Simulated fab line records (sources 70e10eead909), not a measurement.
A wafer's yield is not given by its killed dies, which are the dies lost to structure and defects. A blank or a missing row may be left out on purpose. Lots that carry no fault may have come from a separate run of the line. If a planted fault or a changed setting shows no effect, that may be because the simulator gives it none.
Matching of chambers ; flow nand-harc ; 4 sister chambers for NHARC_P_ZERO_WELL_ETCH_65 on rie-diel-11
The step etches the open film in N2/H2, target depth 80 nm, overetch 24 nm, time 87.88 s. 4 wafers are shown with their chamber, then 11 later ones without.

== WAFERS PAIRED WITH THEIR CHAMBERS ==
wafer;chamber;showerhead-plenum-p-Torr (Torr)
L079.3;3;2.16
L084.1;2;2.21
L084.2;0;1.97
L086.1;1;1.89

== WAFERS WITHOUT THEIR CHAMBER ==
wafer;showerhead-plenum-p-Torr (Torr)
L086.2;2.16
L086.5;2.21
L087.3;2.15
L087.5;1.89
L087.6;2.21
L093.1;2.14
L093.3;1.88
L093.4;1.96
L096.2;1.96
L096.3;2.20
L096.6;1.96

== EACH ONE'S CHAMBER ==
wafer;from the rows above;in truth
L086.2;3;3
L086.5;2;2
L087.3;3;3
L087.5;1;1
L087.6;2;2
L093.1;3;3
L093.3;1;1
L093.4;0;0
L096.2;0;0
L096.3;2;2
L096.6;0;0
Placed correctly: 11 of 11. Number that these rows cannot place: 0. Wrongly placed: 0.
How it was worked out, from the rows above alone: a wafer's distance from a chamber is the root of the sum, over the readings, of the square of ((its reading less the chamber's mean) divided by the reading's scatter). The wafer belongs to the nearest chamber; if the next one is less than 2 further off, it can't be placed. Each chamber's mean is taken over the wafers shown for it. The scatter: root of mean squared gap, hidden wafer to nearest shown wafer, with one shown wafer a chamber.
